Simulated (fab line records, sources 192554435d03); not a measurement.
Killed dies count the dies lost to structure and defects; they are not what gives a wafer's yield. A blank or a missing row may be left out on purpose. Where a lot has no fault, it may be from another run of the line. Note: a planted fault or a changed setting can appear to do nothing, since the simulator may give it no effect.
Matching of chambers + flow n5Finfet + N5_MOL_CONTACT_COAG_ETCH_110 on rieDiel-05 has 4 sister chambers
The step etches Si in CF4/O2, target depth 2.5 nm, time 8 s. 27 wafers are shown with their chamber, then 12 later ones without.

== EACH WAFER AND ITS CHAMBER ==
| wafer  | chamber | drypumpMotorCurrentA (A) | showerheadPlenumPTorr (Torr) | throttleValvePct (%) |
|--------|---------|--------------------------|------------------------------|----------------------|
| L074.2 | 3       | 6.5                      | 2.30                         | 10.99                |
| L074.3 | 1       | 5.1                      | 2.29                         | 11.04                |
| L074.6 | 1       | 5.2                      | 2.29                         | 11.01                |
| L075.1 | 2       | 5.5                      | 2.19                         | 10.94                |
| L075.3 | 0       | 5.8                      | 2.30                         | 10.72                |
| L075.5 | 1       | 5.1                      | 2.29                         | 11.01                |
| L076.2 | 1       | 5.1                      | 2.29                         | 11.04                |
| L076.3 | 3       | 6.5                      | 2.30                         | 11.00                |
| L076.5 | 0       | 5.8                      | 2.30                         | 10.73                |
| L077.3 | 2       | 5.5                      | 2.19                         | 10.97                |
| L077.5 | 1       | 5.1                      | 2.29                         | 11.02                |
| L077.6 | 2       | 5.5                      | 2.19                         | 10.95                |
| L081.1 | 3       | 6.5                      | 2.29                         | 11.02                |
| L081.3 | 2       | 5.5                      | 2.19                         | 10.23                |
| L081.6 | 3       | 6.5                      | 2.29                         | 11.05                |
| L083.3 | 3       | 6.5                      | 2.29                         | 11.04                |
| L083.4 | 2       | 5.5                      | 2.18                         | 10.26                |
| L083.5 | 2       | 5.5                      | 2.18                         | 10.27                |
| L084.1 | 0       | 5.8                      | 2.29                         | 10.79                |
| L084.2 | 3       | 6.5                      | 2.29                         | 11.08                |
| L084.4 | 2       | 5.5                      | 2.18                         | 10.28                |
| L088.2 | 2       | 5.5                      | 2.18                         | 10.29                |
| L088.5 | 0       | 5.8                      | 2.29                         | 10.81                |
| L088.6 | 1       | 5.1                      | 2.28                         | 11.10                |
| L091.1 | 2       | 5.5                      | 2.18                         | 10.31                |
| L091.3 | 3       | 6.5                      | 2.28                         | 11.11                |
| L091.5 | 2       | 5.5                      | 2.18                         | 10.32                |

SIGNATURES, as means of the wafers listed above
| reading               | chamber 0 | chamber 1 | chamber 2 | chamber 3 | scatter within a chamber |
|-----------------------|-----------|-----------|-----------|-----------|--------------------------|
| drypumpMotorCurrentA  | 5.800     | 5.117     | 5.500     | 6.500     | 0.019                    |
| showerheadPlenumPTorr | 2.2950    | 2.2883    | 2.1840    | 2.2914    | 0.00555                  |
| throttleValvePct      | 10.7625   | 11.0367   | 10.4820   | 11.0414   | 0.207                    |
Rule: a wafer lies at a distance from a chamber equal to the root of the sum of squares, over the readings, of (its reading less the chamber's mean, divided by the reading's scatter). The wafer belongs to the nearest chamber; if the next one is less than 2 further off, it can't be placed. How the scatter is found: for the shown wafers, subtract from each reading the mean of its chamber, square and add these, divide the total by (wafers less chambers), then take the root.

== WAFERS MISSING THEIR CHAMBER ==
| wafer  | drypumpMotorCurrentA (A) | showerheadPlenumPTorr (Torr) | throttleValvePct (%) |
|--------|--------------------------|------------------------------|----------------------|
| L094.1 | 6.5                      | 2.28                         | 11.12                |
| L094.5 | 6.5                      | 2.28                         | 11.11                |
| L094.6 | 5.5                      | 2.18                         | 10.33                |
| L095.1 | 5.8                      | 2.28                         | 10.85                |
| L095.2 | 6.5                      | 2.28                         | 11.14                |
| L095.4 | 5.5                      | 2.18                         | 10.35                |
| L096.2 | 5.8                      | 2.28                         | 10.84                |
| L096.3 | 6.5                      | 2.28                         | 11.14                |
| L096.5 | 6.5                      | 2.28                         | 11.13                |
| L097.1 | 5.8                      | 2.28                         | 10.88                |
| L097.3 | 6.5                      | 2.28                         | 11.14                |
| L097.5 | 5.1                      | 2.27                         | 11.15                |

== WHICH CHAMBER EACH WENT THROUGH ==
| wafer  | from the rows above | in truth |
|--------|---------------------|----------|
| L094.1 | 3                   | 3        |
| L094.5 | 3                   | 3        |
| L094.6 | 2                   | 2        |
| L095.1 | 0                   | 0        |
| L095.2 | 3                   | 3        |
| L095.4 | 2                   | 2        |
| L096.2 | 0                   | 0        |
| L096.3 | 3                   | 3        |
| L096.5 | 3                   | 3        |
| L097.1 | 0                   | 0        |
| L097.3 | 3                   | 3        |
| L097.5 | 1                   | 1        |
12 of 12 placed correctly. From these rows, 0 cannot be placed. Wrongly placed: 0.
